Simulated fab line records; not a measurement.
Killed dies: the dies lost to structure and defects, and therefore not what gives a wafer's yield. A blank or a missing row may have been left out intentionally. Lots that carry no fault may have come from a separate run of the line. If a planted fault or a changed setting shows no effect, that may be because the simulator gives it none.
Matching of chambers | flow n5 finfet | N5_BEOL_M3_CO_CAP_55 on cvd co-01: 3 sister chambers
The step material Co, precursor CCTBA/H2, target thk 2 nm, time 102.1 s. 3 wafers are shown with their chamber, then 12 later ones without.

## WAFERS PAIRED WITH THEIR CHAMBERS
wafer  | chamber | heater power w (W)
L090.6 | 0       | 210
L091.4 | 1       | 240
L091.6 | 2       | 219

## WAFERS MISSING THEIR CHAMBER
wafer  | heater power w (W)
L092.3 | 206
L092.5 | 242
L092.6 | 222
L093.1 | 206
L093.3 | 243
L093.6 | 240
L095.1 | 245
L095.3 | 239
L095.6 | 211
L096.1 | 209
L096.5 | 212
L096.6 | 244

## WHICH CHAMBER EACH WENT THROUGH
wafer  | from the rows above     | in truth
L092.3 | 0                       | 0
L092.5 | 1                       | 1
L092.6 | 2                       | 2
L093.1 | 0                       | 0
L093.3 | 1                       | 1
L093.6 | 1                       | 1
L095.1 | 1                       | 1
L095.3 | 1                       | 1
L095.6 | 0                       | 0
L096.1 | 0                       | 0
L096.5 | can't be placed: 0 or 2 | 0
L096.6 | 1                       | 1
Correct placement for 11 of the 12. These rows do not allow placing 1 (true chamber among the candidates in 1). Placed wrongly: 0.
How it was worked out, from the rows above alone: a wafer's distance from a chamber is the root of the sum, over the readings, of the square of ((its reading less the chamber's mean) divided by the reading's scatter). The wafer belongs to the nearest chamber; if the next one is less than 2 further off, it can't be placed. A chamber's mean is the mean of its shown wafers. The scatter: with one shown wafer a chamber, the root of the mean of the squares of how far each hidden wafer lies from its nearest shown one.
